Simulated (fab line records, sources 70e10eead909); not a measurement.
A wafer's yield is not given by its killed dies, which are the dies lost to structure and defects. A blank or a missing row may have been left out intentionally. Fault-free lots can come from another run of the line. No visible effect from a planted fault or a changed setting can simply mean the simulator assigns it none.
Which tool was responsible?    flow nand harc    39 wafers from 13 lots sampled at 5 of the route's 1159 steps

== WHAT THE GAUGES SHOWED, per wafer ==
The record lacks any reading of a measuring or inspecting step that a usual standard deviation could be used to judge.

== WHICH TOOL RAN EACH LOT (tool, then ch and the chambers of the sampled wafers, then the start) ==
lot   NHARC_P_M1_PVD_21                        NHARC_P_M1_ECD_22               NHARC_P_M1_CMP_23              NHARC_P_M1_PRE_CLEAN_32          NHARC_P_M1_DEP_33
L420  pvd sputter-02, day 6 01:33 or earlier   ecd cu-01 ch 0, day 6 01:33     cmp-03 ch 2,3, day 6 02:17     pecvd-04 ch 0,2, day 6 02:53     pecvd-04 ch 0,2, day 6 02:58
L422  pvd sputter-01, day 6 12:19 or earlier   ecd cu-02 ch 0,1, day 6 12:19   cmp-01 ch 0,2,3, day 6 13:02   pecvd-04 ch 0,1,2, day 6 13:33   pecvd-04 ch 0,1,2, day 6 13:38
L421  pvd sputter-02, day 6 12:36 or earlier   ecd cu-01 ch 0,1, day 6 12:36   cmp-03 ch 0,2,3, day 6 13:22   pecvd-02 ch 0,1,2, day 6 13:53   pecvd-02 ch 0,1,2, day 6 13:58
L423  pvd sputter-01, day 6 22:01 or earlier   ecd cu-01 ch 0,1, day 6 22:01   cmp-04 ch 1,2, day 6 22:48     pecvd-03 ch 0,1,2, day 6 23:19   pecvd-03 ch 0,1,2, day 6 23:26
L424  pvd sputter-02, day 7 05:55 or earlier   ecd cu-02 ch 0,1, day 7 05:55   cmp-03 ch 1,2,3, day 7 06:36   pecvd-04 ch 0,1,2, day 7 07:07   pecvd-04 ch 0,1,2, day 7 07:17
L425  pvd sputter-01, day 7 06:16 or earlier   ecd cu-02 ch 0,1, day 7 06:16   cmp-04 ch 0,2,3, day 7 06:59   pecvd-03 ch 0,1,2, day 7 07:32   pecvd-03 ch 0,1,2, day 7 07:37
L426  pvd sputter-02, day 7 19:58 or earlier   ecd cu-02 ch 0,1, day 7 19:58   cmp-04 ch 0,1,3, day 7 20:43   pecvd-04 ch 0,2, day 7 21:14     pecvd-04 ch 0,2, day 7 21:21
L428  pvd sputter-03, day 8 08:35 or earlier   ecd cu-02 ch 0,1, day 8 08:35   cmp-01 ch 0,1,2, day 8 09:14   pecvd-03 ch 0,1, day 8 09:44     pecvd-03 ch 0,1, day 8 09:49
L436  pvd sputter-01, day 10 01:25 or earlier  ecd cu-01 ch 0,1, day 10 01:25  cmp-04 ch 0,1,2, day 10 02:13  pecvd-03 ch 0,1, day 10 02:42    pecvd-03 ch 0,1, day 10 02:49
L439  pvd sputter-02, day 10 12:20 or earlier  ecd cu-01 ch 0,1, day 10 12:20  cmp-03 ch 1,2,3, day 10 13:13  pecvd-02 ch 0,1,2, day 10 13:47  pecvd-02 ch 0,1,2, day 10 13:52
L440  pvd sputter-01, day 11 03:52 or earlier  ecd cu-01 ch 0,1, day 11 03:52  cmp-01 ch 0,2,3, day 11 04:37  pecvd-02 ch 0,1,2, day 11 05:09  pecvd-02 ch 0,1,2, day 11 05:16
L443  pvd sputter-01, day 11 09:21 or earlier  ecd cu-01 ch 0,1, day 11 09:21  cmp-03 ch 0,1,2, day 11 10:02  pecvd-02 ch 0,1,2, day 11 10:32  pecvd-02 ch 0,1,2, day 11 10:37
L442  pvd sputter-02, day 11 10:03 or earlier  ecd cu-01 ch 0,1, day 11 10:03  cmp-04 ch 0,1,2, day 11 10:47  pecvd-03 ch 1,2, day 11 11:16    pecvd-03 ch 1,2, day 11 11:23
- NHARC_P_M1_PVD_21: deposits Cu, target thk 30 nm, time 20.49 s.
- NHARC_P_M1_ECD_22: material Cu, target thk 400 nm.
- NHARC_P_M1_CMP_23: polishes, t overpolish 20 s, target thk 157.82 nm.
- NHARC_P_M1_PRE_CLEAN_32: time 12 s.
- NHARC_P_M1_DEP_33: deposits SiCN, target thk 30 nm.

== WHAT THE TOOLS THEMSELVES READ (means of the sampled wafers that have a number; where no wafer has one, the mark that the record gives instead) ==
NHARC_P_M1_PVD_21.
lot   tool            substrate temp c (C)  throttle valve pct (%)
L420  pvd sputter-02  29.97                 30.0
L422  pvd sputter-01  29.97                 30.7
L421  pvd sputter-02  29.91                 30.0
L423  pvd sputter-01  29.96                 30.4
L424  pvd sputter-02  30.08                 29.5
L425  pvd sputter-01  30.20                 30.2
L426  pvd sputter-02  30.14                 29.9
L428  pvd sputter-03  29.99                 29.4
L436  pvd sputter-01  30.07                 30.5
L439  pvd sputter-02  29.90                 29.9
L440  pvd sputter-01  29.96                 30.4
L443  pvd sputter-01  30.00                 30.3
L442  pvd sputter-02  29.92                 30.3

NHARC_P_M1_CMP_23.
lot   tool    motor current A (A)  time to endpoint s (s)
L420  cmp-03  12.5                 28.3
L422  cmp-01  13.0                 27.0
L421  cmp-03  12.6                 27.5
L423  cmp-04  12.1                 29.9
L424  cmp-03  12.8                 30.6
L425  cmp-04  11.9                 27.8
L426  cmp-04  11.6                 27.7
L428  cmp-01  13.3                 24.3
L436  cmp-04  11.9                 29.7
L439  cmp-03  12.9                 27.7
L440  cmp-01  12.9                 27.8
L443  cmp-03  12.6                 29.2
L442  cmp-04  11.6                 28.0

NHARC_P_M1_PRE_CLEAN_32.
lot   tool      heater power w (W)  rf fwd power W (W)
L420  pecvd-04  559                 292.7
L422  pecvd-04  643                 292.7
L421  pecvd-02  599                 292.7
L423  pecvd-03  687                 293.1
L424  pecvd-04  612                 292.2
L425  pecvd-03  682                 293.0
L426  pecvd-04  553                 292.6
L428  pecvd-03  695                 291.9
L436  pecvd-03  692                 292.4
L439  pecvd-02  587                 292.8
L440  pecvd-02  608                 292.8
L443  pecvd-02  633                 292.9
L442  pecvd-03  738                 293.1

NHARC_P_M1_DEP_33.
lot   tool      heater power w (W)  rf fwd power W (W)
L420  pecvd-04  439                 448.8
L422  pecvd-04  517                 448.4
L421  pecvd-02  526                 449.5
L423  pecvd-03  665                 448.9
L424  pecvd-04  572                 448.8
L425  pecvd-03  617                 448.6
L426  pecvd-04  455                 448.0
L428  pecvd-03  629                 450.0
L436  pecvd-03  642                 449.7
L439  pecvd-02  605                 449.0
L440  pecvd-02  596                 448.5
L443  pecvd-02  577                 448.7
L442  pecvd-03  648                 448.5

== THE ANSWER, worked out from the rows above alone ==
Rule: the usual values come from the lots themselves. The widest of any qualifying gaps counts: lots, ordered by their means at a reading, are off when they make up no more than a third of the lots, leave a main group of 4 or more, and stand apart from it by 3 or more times the standard deviation of that group's means. If all means in a main group match to the digits the tables above print for the reading, that group is not used. Also off: a lot with no number at a reading for which 4 or more lots have one. Where the step has rows for the other lots, those lots are counted as sound. The gauges are gone through in route order, then the tools' own readings, and for those a lot's mean is taken as printed above. The first step at which some lot is off is used, and at that step the reading that is off furthest; a lot without a number counts as furthest.
Nothing can be told from this: no lot is off at any reading shown.

== WHAT THE SIMULATOR HAD INSERTED ==
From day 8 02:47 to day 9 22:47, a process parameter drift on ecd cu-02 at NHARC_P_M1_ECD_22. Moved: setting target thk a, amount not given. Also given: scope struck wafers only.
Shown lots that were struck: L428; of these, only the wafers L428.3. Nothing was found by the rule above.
